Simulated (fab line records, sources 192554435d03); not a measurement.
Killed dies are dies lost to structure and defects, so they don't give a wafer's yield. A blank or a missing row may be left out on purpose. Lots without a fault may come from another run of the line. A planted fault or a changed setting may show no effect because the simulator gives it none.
A struck lot beside a sound one | flow n5_finfet | 45 steps out of a route of 1938
Sound: wafers L795.1, L795.3, L795.5. Struck: wafers L781.3, L781.4, L781.6. The cause comes at the end.
At each step with rows: each side's tool, then ch and its chambers, then its first start. Under that, the readings that differ: sound wafers | struck wafers | difference of the means | sigmas: that difference in standard deviations of wafers without a fault.
alike: readings whose means differ by less than 2 such deviations, and words and numbers that are the same on both sides. not compared: withheld readings, readings that some wafer has no value for, bounds like >300 that may hide the same value, and numbers for which the record gives no deviation and whose values overlap.
The two part at a step that has a row with sigmas, a row that says differs or no value, or rows on one side only. Numbers that don't overlap but have no deviation are shown without sigmas and don't part them. A reading that every wafer of one side lacks parts them only if that side has two wafers or more.

first, 12 steps without rows for these wafers: N5_BEOL_M1_DESCUM_33 (chemistry O2, time 7 s); N5_BEOL_M1_ETCH_77 (etches underlayer in N2/H2, target depth 6.5 nm, time 5.2 s); N5_BEOL_M1_ETCH_69 (etches SiARC in CF4, target depth 15.6 nm, time 26 s); N5_BEOL_M1_ALD_98 (deposits SiO2, target thk 2.5 nm, pulse time 1 s, co reactant pulse time 1 s); N5_BEOL_M1_ETCHBACK_99 (etches SiO2 in CHF3, target depth 5 nm, time 10.4 s); N5_BEOL_M1_ETCH_70 (etches SOC in N2/H2, target depth 80 nm, overetch 16 nm, time 120 s); N5_BEOL_M1_STRIP_71 (strips in N2/H2); N5_BEOL_M1_STRIP_78 (strips in N2/H2); N5_BEOL_M1_VIA_ETCH_34 (etches the open film in C4F6/O2, target depth 67.8 nm, time 64.4 s); N5_BEOL_M1_STRIP_83 (strips in C4F6/O2); N5_BEOL_M1_STRIP_36 (strips in N2/H2); N5_BEOL_M1_TRENCH_ETCH_37 (etches SiOC in C4F6/O2, target depth 55.207 nm, time 29 s).
N5_BEOL_M1_ETCH_41: etches SiCN in CH3F/O2, target depth 31.9 nm, time 57.8 s.
  sound on rie_diel-06 ch 0,1, day 11 02:38; struck on rie_diel-03 ch 1,2, day 7 10:07
  no value came back on the struck wafers for any of 7 readings (CH3F_flow_sccm (sccm), O2_flow_sccm (sccm) and others); on the sound wafers CH3F_flow_sccm (sccm) reads 29.93 29.89 30.13
  not compared: rf_hours_counter_h
then, 27 steps without rows for these wafers: N5_BEOL_M1_STRIP_97 (strips in N2/H2, time 10 s); N5_BEOL_M1_HM_STRIP_39 (strips TiN in peroxide tin strip, target depth 25 nm, time 158 s); N5_BEOL_M1_SRD_40 (time 30 s); N5_BEOL_M1_PRECLEAN_42 (cleans in residue remover, time 60 s); N5_BEOL_M1_SRD_43 (time 30 s); N5_BEOL_M1_DEGAS_44 (time 60 s); N5_BEOL_M1_PRE_CLEAN_45 (time 30 s); N5_BEOL_M1_ALD_84 (deposits TaN, pulse time 2 s, purge time 3 s, co reactant purge time 2 s); N5_BEOL_M1_SURFACE_TREAT_85; N5_BEOL_M1_CVD_47 (deposits Co from CCTBA/H2, target thk 3 nm, time 223.8 s); N5_BEOL_M1_SPUTTER_48 (material Cu, target thk 4.5 nm, time 8.29 s); N5_BEOL_M1_ANNEAL_49 (time 240 s); N5_BEOL_M1_SPUTTER_79 (material Cu, target thk 4.5 nm, time 8.29 s); N5_BEOL_M1_ANNEAL_80 (time 240 s); N5_BEOL_M1_SPUTTER_81 (material Cu, target thk 4.5 nm, time 8.29 s); N5_BEOL_M1_ANNEAL_82 (time 240 s); N5_BEOL_M1_SPUTTER_86 (material Cu, target thk 4.5 nm, time 8.29 s); N5_BEOL_M1_ANNEAL_87 (time 240 s); N5_BEOL_M1_SPUTTER_88 (material Cu, target thk 4.5 nm, time 8.29 s); N5_BEOL_M1_ANNEAL_89 (time 240 s); N5_BEOL_M1_SPUTTER_90 (material Cu, target thk 4.5 nm, time 8.29 s); N5_BEOL_M1_ANNEAL_91 (time 240 s); N5_BEOL_M1_SPUTTER_92 (material Cu, target thk 4.5 nm, time 8.29 s); N5_BEOL_M1_ANNEAL_93 (time 240 s); N5_BEOL_M1_SPUTTER_94 (material Cu, target thk 4.5 nm, time 8.29 s); N5_BEOL_M1_ANNEAL_95 (time 240 s); N5_BEOL_M1_SPUTTER_96 (material Cu, target thk 4.5 nm, time 8.29 s).
N5_BEOL_M1_CMP_52: polishes, stops on SiOC, t overpolish 6.8 s, target thk 40 nm.
  sound on cmp-04 ch 0,1,2, day 11 06:03; struck on cmp-01 ch 1,2,3, day 7 13:37
  reading                                | sound          | struck         | difference | sigmas
  model.Cu_of_BEOL_M1_ECD_50.thk_nm (nm) | 39.6 39.8 41.8 | 32.8 30.4 32.4 | -8.5       |
  alike: barrier_field_endpoint_s, edge_zone_pressure_frac, motor_current_A, overpolish_run_s, time_to_endpoint_s
N5_BEOL_M1_THK_MEAS_53: measures by xrf.
  sound on film_metro-02, day 11 06:20; struck on film_metro-01, day 7 13:50
  reading     | sound          | struck         | difference | sigmas
  M1_THK (nm) | 40.1 40.0 42.2 | 33.2 30.9 32.7 | -8.5       | -5
N5_BEOL_M1_RS_MEAS_58: measures by four-point-probe.
  sound on film_metro-02, day 11 06:37; struck on film_metro-01, day 7 14:07
  reading        | sound          | struck         | difference | sigmas
  M1_RS (ohm/sq) | 0.68 0.67 0.63 | 0.87 0.96 0.88 | +0.24      | +6
N5_BEOL_M4_RC_MEAS_101:
  the record has rows for the sound wafers here (prober-01 ch 0, day 12 12:43) and none for the struck ones
-- the record jumps here: 6 days lie between the struck wafers' starts before and after (it left off in module BEOL_M4 and takes up again in module PASSIVATION, whose first step shown is number 1936 of the route) --
N5_PASSIVATION_PROBE_49:
  sound on prober-01, day 17 01:44; struck on prober-02, day 14 01:35
  reading                  | sound          | struck         | difference | sigmas
  defect_limited_yield (%) | 91.8 90.1 92.4 | 0 0 0          | -91        | -54
  killed_at_M0_to_M3       | 31 36 32       | 1113 1130 1091 | +1078      | +98
  killed_dies              | 97 117 90      | 1180 1180 1180 | +1079      | +54
  killed_on_rim            | 16 18 14       | 152 152 152    | +136       | +32
  sort_bin_5_function (%)  | 6.1 6.0 4.3    | 94.8 97.1 96.5 | +90.7      | +82
  sort_n_pass              | 1083 1063 1090 | 0 0 0          | -1079      | -54
  sort_yield_pct (%)       | 91.8 90.1 92.4 | 0 0 0          | -91        | -54
  alike: killed_at_M4_up, killed_at_contacts, killed_at_front_end, killed_at_other, killed_open, killed_short, sort_bin_6_memory

WHERE THEY PART
First at N5_BEOL_M1_ETCH_41; last, within this record, at N5_PASSIVATION_PROBE_49.

WHY: what the simulator had put in
Skipped step whole: rie_diel-03, from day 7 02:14 on, at N5_BEOL_M1_ETCH_41. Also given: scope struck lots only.
